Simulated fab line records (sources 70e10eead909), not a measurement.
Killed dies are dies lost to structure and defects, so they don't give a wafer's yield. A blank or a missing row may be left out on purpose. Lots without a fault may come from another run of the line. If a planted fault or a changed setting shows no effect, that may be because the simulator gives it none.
Which tool is to blame? || flow nand harc || 39 wafers from 14 lots sampled at 5 of the route's 1302 steps

WHAT THE GAUGES READ, wafer by wafer
NHARC_END_SORT_01. Usual: killed at array 54, standard deviation 21; killed at other 0.9, standard deviation 1.1; killed at periphery 3.5, standard deviation 2.5; killed dies 58, standard deviation 21; killed open 3.3, standard deviation 1.9; killed short 2.6, standard deviation 1.8.
{"lot": "L121", "measured": "day 30 11:04", "on": "prober-02", "killed at array": "55 660", "killed at other": "2 0", "killed at periphery": "3 3", "killed dies": "60 663", "killed open": "3 5", "killed short": "3 9", "flag": "OFF"}
{"lot": "L124", "measured": "day 32 02:07", "on": "prober-01", "killed at array": "665 634", "killed at other": "2 2", "killed at periphery": "6 7", "killed dies": "673 643", "killed open": "3 6", "killed short": "1 4", "flag": "OFF"}

WHAT TOOL EACH LOT RAN ON (gives the tool, then ch and the chambers of the sampled wafers, and finally the start)
{"lot": "L107", "NHARC_A_STAIRCASE_STRIP_175": "plasma asher-02 ch 0,1, day 15 22:11", "NHARC_A_STAIRCASE_ETCH_192": "rie diel-01 ch 0,1,2, day 16 01:38 or earlier", "NHARC_A_STAIRCASE_TRIM_198": "rie diel-13 ch 0,3, day 16 01:38 or earlier", "NHARC_A_STAIRCASE_ETCH_203": "rie diel-13 ch 0,1, day 16 01:38"}
{"lot": "L109", "NHARC_A_STAIRCASE_STRIP_175": "plasma asher-01 ch 0,1, day 16 07:04", "NHARC_A_STAIRCASE_ETCH_192": "rie diel-01 ch 0,2,3, day 16 10:38 or earlier", "NHARC_A_STAIRCASE_TRIM_198": "rie diel-01 ch 0,2,3, day 16 10:38 or earlier", "NHARC_A_STAIRCASE_ETCH_203": "rie diel-01 ch 0,2,3, day 16 10:38"}
{"lot": "L111", "NHARC_A_STAIRCASE_STRIP_175": "plasma asher-01 ch 0,1, day 17 22:38", "NHARC_A_STAIRCASE_ETCH_192": "rie diel-03 ch 0,2,3, day 18 04:53 or earlier", "NHARC_A_STAIRCASE_TRIM_198": "rie diel-01 ch 0,2, day 18 04:53 or earlier", "NHARC_A_STAIRCASE_ETCH_203": "rie diel-01 ch 2,3, day 18 04:53"}
{"lot": "L110", "NHARC_A_STAIRCASE_STRIP_175": "plasma asher-02 ch 0,1, day 17 22:42", "NHARC_A_STAIRCASE_ETCH_192": "rie diel-13 ch 1,2,3, day 18 06:29 or earlier", "NHARC_A_STAIRCASE_TRIM_198": "rie diel-13 ch 0,1,2, day 18 06:29 or earlier", "NHARC_A_STAIRCASE_ETCH_203": "rie diel-13 ch 0,1,2, day 18 06:29"}
{"lot": "L112", "NHARC_A_STAIRCASE_STRIP_175": "plasma asher-01 ch 0,1, day 18 00:50", "NHARC_A_STAIRCASE_ETCH_192": "rie diel-03 ch 0,3, day 18 07:08 or earlier", "NHARC_A_STAIRCASE_TRIM_198": "rie diel-01 ch 1,2, day 18 07:08 or earlier", "NHARC_A_STAIRCASE_ETCH_203": "rie diel-01 ch 1,2,3, day 18 07:08"}
{"lot": "L113", "NHARC_A_STAIRCASE_STRIP_175": "plasma asher-01 ch 0,1, day 18 14:32", "NHARC_A_STAIRCASE_ETCH_192": "rie diel-13 ch 1,2,3, day 18 19:04 or earlier", "NHARC_A_STAIRCASE_TRIM_198": "rie diel-13 ch 0,3, day 18 19:04 or earlier", "NHARC_A_STAIRCASE_ETCH_203": "rie diel-13 ch 0,1,3, day 18 19:04"}
{"lot": "L114", "NHARC_A_STAIRCASE_STRIP_175": "plasma asher-02 ch 0,1, day 18 14:49", "NHARC_A_STAIRCASE_ETCH_192": "rie diel-03 ch 0,2,3, day 18 19:29 or earlier", "NHARC_A_STAIRCASE_TRIM_198": "rie diel-03 ch 0,1, day 18 19:29 or earlier", "NHARC_A_STAIRCASE_ETCH_203": "rie diel-03 ch 0,1, day 18 19:29"}
{"lot": "L115", "NHARC_A_STAIRCASE_STRIP_175": "plasma asher-01 ch 0,1, day 19 00:23", "NHARC_A_STAIRCASE_ETCH_192": "rie diel-03 ch 1,3, day 19 03:46 or earlier", "NHARC_A_STAIRCASE_TRIM_198": "rie diel-13 ch 1,2, day 19 03:46 or earlier", "NHARC_A_STAIRCASE_ETCH_203": "rie diel-13 ch 2,3, day 19 03:46"}
{"lot": "L121", "NHARC_A_STAIRCASE_STRIP_175": "plasma asher-01 ch 0, day 21 20:43", "NHARC_A_STAIRCASE_ETCH_192": "rie diel-03 ch 0, day 22 01:05 or earlier", "NHARC_A_STAIRCASE_TRIM_198": "rie diel-13 ch 1,2, day 22 01:05 or earlier", "NHARC_A_STAIRCASE_ETCH_203": "rie diel-13 ch 0, day 22 01:05"}
{"lot": "L119", "NHARC_A_STAIRCASE_STRIP_175": "plasma asher-02 ch 1, day 21 23:37", "NHARC_A_STAIRCASE_ETCH_192": "rie diel-01 ch 3, day 22 03:10 or earlier", "NHARC_A_STAIRCASE_TRIM_198": "rie diel-13 ch 2,3, day 22 03:10 or earlier", "NHARC_A_STAIRCASE_ETCH_203": "rie diel-13 ch 3, day 22 03:10"}
{"lot": "L124", "NHARC_A_STAIRCASE_STRIP_175": "plasma asher-02 ch 0,1, day 23 02:31", "NHARC_A_STAIRCASE_ETCH_192": "rie diel-03 ch 0,3, day 23 05:59 or earlier", "NHARC_A_STAIRCASE_TRIM_198": "rie diel-13 ch 0,3, day 23 05:59 or earlier", "NHARC_A_STAIRCASE_ETCH_203": "rie diel-13 ch 2,3, day 23 05:59"}
{"lot": "L126", "NHARC_A_STAIRCASE_STRIP_175": "plasma asher-02 ch 0,1, day 23 14:49", "NHARC_A_STAIRCASE_ETCH_192": "rie diel-03 ch 0,1,2, day 23 18:39 or earlier", "NHARC_A_STAIRCASE_TRIM_198": "rie diel-01 ch 2,3, day 23 18:39 or earlier", "NHARC_A_STAIRCASE_ETCH_203": "rie diel-01 ch 1,2,3, day 23 18:39"}
{"lot": "L127", "NHARC_A_STAIRCASE_STRIP_175": "plasma asher-01 ch 0,1, day 23 15:26", "NHARC_A_STAIRCASE_ETCH_192": "rie diel-03 ch 0,3, day 23 19:02 or earlier", "NHARC_A_STAIRCASE_TRIM_198": "rie diel-03 ch 0,2,3, day 23 19:02 or earlier", "NHARC_A_STAIRCASE_ETCH_203": "rie diel-03 ch 2,3, day 23 19:02"}
{"lot": "L128", "NHARC_A_STAIRCASE_STRIP_175": "plasma asher-01 ch 0,1, day 25 10:05", "NHARC_A_STAIRCASE_ETCH_192": "rie diel-03 ch 0,1, day 25 13:41 or earlier", "NHARC_A_STAIRCASE_TRIM_198": "rie diel-13 ch 0,2,3, day 25 13:41 or earlier", "NHARC_A_STAIRCASE_ETCH_203": "rie diel-13 ch 2,3, day 25 13:41"}
- NHARC_A_STAIRCASE_STRIP_175: strips in O2.
- NHARC_A_STAIRCASE_ETCH_192: etches the open film in C4F8/O2, target depth 100 nm, time 40.5 s.
- NHARC_A_STAIRCASE_TRIM_198: chemistry O2, time 211.2 s.
- NHARC_A_STAIRCASE_ETCH_203: etches the open film in C4F8/O2, target depth 100 nm, time 40.5 s.

AS READ BY THE TOOLS THEMSELVES (means over the sampled wafers that have a number; for cases with no such wafer, the mark the record gives instead)
NHARC_A_STAIRCASE_STRIP_175. Usual: drypump motor current A 5.52 A, standard deviation 0.2; heater power w 344 W, standard deviation 41.
{"lot": "L107", "tool": "plasma asher-02", "drypump motor current A (A)": 5.38, "heater power w (W)": 378, "flag": ""}
{"lot": "L109", "tool": "plasma asher-01", "drypump motor current A (A)": 5.74, "heater power w (W)": 299, "flag": ""}
{"lot": "L111", "tool": "plasma asher-01", "drypump motor current A (A)": 5.75, "heater power w (W)": 295, "flag": ""}
{"lot": "L110", "tool": "plasma asher-02", "drypump motor current A (A)": 5.32, "heater power w (W)": 384, "flag": ""}
{"lot": "L112", "tool": "plasma asher-01", "drypump motor current A (A)": 5.71, "heater power w (W)": 311, "flag": ""}
{"lot": "L113", "tool": "plasma asher-01", "drypump motor current A (A)": 5.70, "heater power w (W)": 317, "flag": ""}
{"lot": "L114", "tool": "plasma asher-02", "drypump motor current A (A)": 5.34, "heater power w (W)": 386, "flag": ""}
{"lot": "L115", "tool": "plasma asher-01", "drypump motor current A (A)": 5.73, "heater power w (W)": 295, "flag": ""}
{"lot": "L121", "tool": "plasma asher-01", "drypump motor current A (A)": 5.66, "heater power w (W)": 327, "flag": ""}
{"lot": "L119", "tool": "plasma asher-02", "drypump motor current A (A)": 5.29, "heater power w (W)": 401, "flag": ""}
{"lot": "L124", "tool": "plasma asher-02", "drypump motor current A (A)": 5.34, "heater power w (W)": 378, "flag": ""}
{"lot": "L126", "tool": "plasma asher-02", "drypump motor current A (A)": 5.32, "heater power w (W)": 385, "flag": ""}
{"lot": "L127", "tool": "plasma asher-01", "drypump motor current A (A)": 5.76, "heater power w (W)": 295, "flag": ""}
{"lot": "L128", "tool": "plasma asher-01", "drypump motor current A (A)": 5.70, "heater power w (W)": 314, "flag": ""}

NHARC_A_STAIRCASE_ETCH_192. Usual: oes product au 0.943 a.u., standard deviation 0.012; rf vpp V 895 V, standard deviation 5.9.
{"lot": "L107", "tool": "rie diel-01", "oes product au (a.u.)": 0.955, "rf vpp V (V)": 897, "flag": ""}
{"lot": "L109", "tool": "rie diel-01", "oes product au (a.u.)": 0.946, "rf vpp V (V)": 893, "flag": ""}
{"lot": "L111", "tool": "rie diel-03", "oes product au (a.u.)": 0.955, "rf vpp V (V)": 889, "flag": ""}
{"lot": "L110", "tool": "rie diel-13", "oes product au (a.u.)": 0.946, "rf vpp V (V)": 898, "flag": ""}
{"lot": "L112", "tool": "rie diel-03", "oes product au (a.u.)": 0.949, "rf vpp V (V)": 890, "flag": ""}
{"lot": "L113", "tool": "rie diel-13", "oes product au (a.u.)": 0.934, "rf vpp V (V)": 898, "flag": ""}
{"lot": "L114", "tool": "rie diel-03", "oes product au (a.u.)": 0.951, "rf vpp V (V)": 890, "flag": ""}
{"lot": "L115", "tool": "rie diel-03", "oes product au (a.u.)": 0.961, "rf vpp V (V)": 895, "flag": ""}
{"lot": "L121", "tool": "rie diel-03", "oes product au (a.u.)": 0.930, "rf vpp V (V)": 906, "flag": ""}
{"lot": "L119", "tool": "rie diel-01", "oes product au (a.u.)": 0.934, "rf vpp V (V)": 888, "flag": ""}
{"lot": "L124", "tool": "rie diel-03", "oes product au (a.u.)": 0.949, "rf vpp V (V)": 898, "flag": ""}
{"lot": "L126", "tool": "rie diel-03", "oes product au (a.u.)": 0.934, "rf vpp V (V)": 897, "flag": ""}
{"lot": "L127", "tool": "rie diel-03", "oes product au (a.u.)": 0.944, "rf vpp V (V)": 900, "flag": ""}
{"lot": "L128", "tool": "rie diel-03", "oes product au (a.u.)": 0.948, "rf vpp V (V)": 899, "flag": ""}

NHARC_A_STAIRCASE_TRIM_198. Usual: drypump motor current A 5.8 A, standard deviation 0.36; oes product au 0.999 a.u., standard deviation 0.012; rf vpp V 57.7 V, standard deviation 0.87; showerhead plenum p Torr 3.51 Torr, standard deviation 0.16; throttle valve pct 17.037 %, standard deviation 0.009.
{"lot": "L107", "tool": "rie diel-13", "drypump motor current A (A)": 5.6, "oes product au (a.u.)": 0.987, "rf vpp V (V)": 57.8, "showerhead plenum p Torr (Torr)": 3.54, "throttle valve pct (%)": 17.036, "flag": ""}
{"lot": "L109", "tool": "rie diel-01", "drypump motor current A (A)": 6.1, "oes product au (a.u.)": 0.997, "rf vpp V (V)": 58.6, "showerhead plenum p Torr (Torr)": 3.46, "throttle valve pct (%)": 17.036, "flag": ""}
{"lot": "L111", "tool": "rie diel-01", "drypump motor current A (A)": 5.9, "oes product au (a.u.)": 0.987, "rf vpp V (V)": 57.6, "showerhead plenum p Torr (Torr)": 3.50, "throttle valve pct (%)": 17.029, "flag": ""}
{"lot": "L110", "tool": "rie diel-13", "drypump motor current A (A)": 5.9, "oes product au (a.u.)": 0.994, "rf vpp V (V)": 58.0, "showerhead plenum p Torr (Torr)": 3.67, "throttle valve pct (%)": 17.036, "flag": ""}
{"lot": "L112", "tool": "rie diel-01", "drypump motor current A (A)": 5.9, "oes product au (a.u.)": 1.002, "rf vpp V (V)": 57.6, "showerhead plenum p Torr (Torr)": 3.52, "throttle valve pct (%)": 17.039, "flag": ""}
{"lot": "L113", "tool": "rie diel-13", "drypump motor current A (A)": 5.6, "oes product au (a.u.)": 0.993, "rf vpp V (V)": 57.7, "showerhead plenum p Torr (Torr)": 3.53, "throttle valve pct (%)": 17.043, "flag": ""}
{"lot": "L114", "tool": "rie diel-03", "drypump motor current A (A)": 5.9, "oes product au (a.u.)": 1.015, "rf vpp V (V)": 57.5, "showerhead plenum p Torr (Torr)": 3.47, "throttle valve pct (%)": 17.041, "flag": ""}
{"lot": "L115", "tool": "rie diel-13", "drypump motor current A (A)": 5.9, "oes product au (a.u.)": 1.015, "rf vpp V (V)": 58.5, "showerhead plenum p Torr (Torr)": 3.70, "throttle valve pct (%)": 17.035, "flag": ""}
{"lot": "L121", "tool": "rie diel-13", "drypump motor current A (A)": 5.8, "oes product au (a.u.)": 0.994, "rf vpp V (V)": 58.5, "showerhead plenum p Torr (Torr)": 3.67, "throttle valve pct (%)": 17.038, "flag": ""}
{"lot": "L119", "tool": "rie diel-13", "drypump motor current A (A)": 5.6, "oes product au (a.u.)": 0.997, "rf vpp V (V)": 57.5, "showerhead plenum p Torr (Torr)": 3.53, "throttle valve pct (%)": 17.041, "flag": ""}
{"lot": "L124", "tool": "rie diel-13", "drypump motor current A (A)": 5.5, "oes product au (a.u.)": 0.992, "rf vpp V (V)": 57.8, "showerhead plenum p Torr (Torr)": 3.46, "throttle valve pct (%)": 17.041, "flag": ""}
{"lot": "L126", "tool": "rie diel-01", "drypump motor current A (A)": 6.1, "oes product au (a.u.)": 0.986, "rf vpp V (V)": 56.6, "showerhead plenum p Torr (Torr)": 3.40, "throttle valve pct (%)": 17.035, "flag": ""}
{"lot": "L127", "tool": "rie diel-03", "drypump motor current A (A)": 5.9, "oes product au (a.u.)": 1.008, "rf vpp V (V)": 57.5, "showerhead plenum p Torr (Torr)": 3.49, "throttle valve pct (%)": 17.036, "flag": ""}
{"lot": "L128", "tool": "rie diel-13", "drypump motor current A (A)": 5.7, "oes product au (a.u.)": 0.999, "rf vpp V (V)": 57.6, "showerhead plenum p Torr (Torr)": 3.54, "throttle valve pct (%)": 17.033, "flag": ""}

NHARC_A_STAIRCASE_ETCH_203. Usual: oes product au 0.942 a.u., standard deviation 0.014; rf vpp V 895 V, standard deviation 5.9.
{"lot": "L107", "tool": "rie diel-13", "oes product au (a.u.)": 0.942, "rf vpp V (V)": 900, "flag": ""}
{"lot": "L109", "tool": "rie diel-01", "oes product au (a.u.)": 0.951, "rf vpp V (V)": 894, "flag": ""}
{"lot": "L111", "tool": "rie diel-01", "oes product au (a.u.)": 0.929, "rf vpp V (V)": 890, "flag": ""}
{"lot": "L110", "tool": "rie diel-13", "oes product au (a.u.)": 0.947, "rf vpp V (V)": 901, "flag": ""}
{"lot": "L112", "tool": "rie diel-01", "oes product au (a.u.)": 0.941, "rf vpp V (V)": 894, "flag": ""}
{"lot": "L113", "tool": "rie diel-13", "oes product au (a.u.)": 0.941, "rf vpp V (V)": 897, "flag": ""}
{"lot": "L114", "tool": "rie diel-03", "oes product au (a.u.)": 0.946, "rf vpp V (V)": 891, "flag": ""}
{"lot": "L115", "tool": "rie diel-13", "oes product au (a.u.)": 0.929, "rf vpp V (V)": 894, "flag": ""}
{"lot": "L121", "tool": "rie diel-13", "oes product au (a.u.)": 0.854, "rf vpp V (V)": 898, "flag": "OFF"}
{"lot": "L119", "tool": "rie diel-13", "oes product au (a.u.)": 0.854, "rf vpp V (V)": 888, "flag": "OFF"}
{"lot": "L124", "tool": "rie diel-13", "oes product au (a.u.)": 0.782, "rf vpp V (V)": 896, "flag": "OFF"}
{"lot": "L126", "tool": "rie diel-01", "oes product au (a.u.)": 0.945, "rf vpp V (V)": 893, "flag": ""}
{"lot": "L127", "tool": "rie diel-03", "oes product au (a.u.)": 0.943, "rf vpp V (V)": 889, "flag": ""}
{"lot": "L128", "tool": "rie diel-13", "oes product au (a.u.)": 0.917, "rf vpp V (V)": 898, "flag": ""}

THE ANSWER, worked out from the rows above alone
Rule: lot off if the mean of its wafers having a number is beyond 3 standard deviations from the usual mean. Also off: a lot with no number at a reading for which 4 or more lots have one. All remaining lots with rows at the step are treated as sound. The gauges are gone through in route order, then the tools' own readings, and for those a lot's mean is taken as printed above. At the first step where some lot is off, the reading lying furthest off is the one used; lots without a number count as furthest.
Off, at NHARC_END_SORT_01 on killed dies: L121, L124. Neither off nor sound, because the step has no rows for them: L107, L109, L111, L110, L112, L113, L114, L115, L119, L126, L127, L128.
A tool fits if, at a process step before that reading, it ran every lot that is off, and no sound lot after the first of them. Not tried: the gauges at NHARC_END_SORT_01; whatever is off there is also off at NHARC_A_STAIRCASE_ETCH_203, on other tools, and gauge error can't account for it. NHARC_A_STAIRCASE_ETCH_192: start missing for some lots; hours and lot order therefore follow NHARC_A_STAIRCASE_ETCH_203. NHARC_A_STAIRCASE_TRIM_198: start missing for some lots; hours and lot order therefore follow NHARC_A_STAIRCASE_ETCH_203. Can't be told from this: 2 tools fit, rie diel-03 at NHARC_A_STAIRCASE_ETCH_192, rie diel-13 at NHARC_A_STAIRCASE_TRIM_198 and NHARC_A_STAIRCASE_ETCH_203.

WHAT THE SIMULATOR PUT IN
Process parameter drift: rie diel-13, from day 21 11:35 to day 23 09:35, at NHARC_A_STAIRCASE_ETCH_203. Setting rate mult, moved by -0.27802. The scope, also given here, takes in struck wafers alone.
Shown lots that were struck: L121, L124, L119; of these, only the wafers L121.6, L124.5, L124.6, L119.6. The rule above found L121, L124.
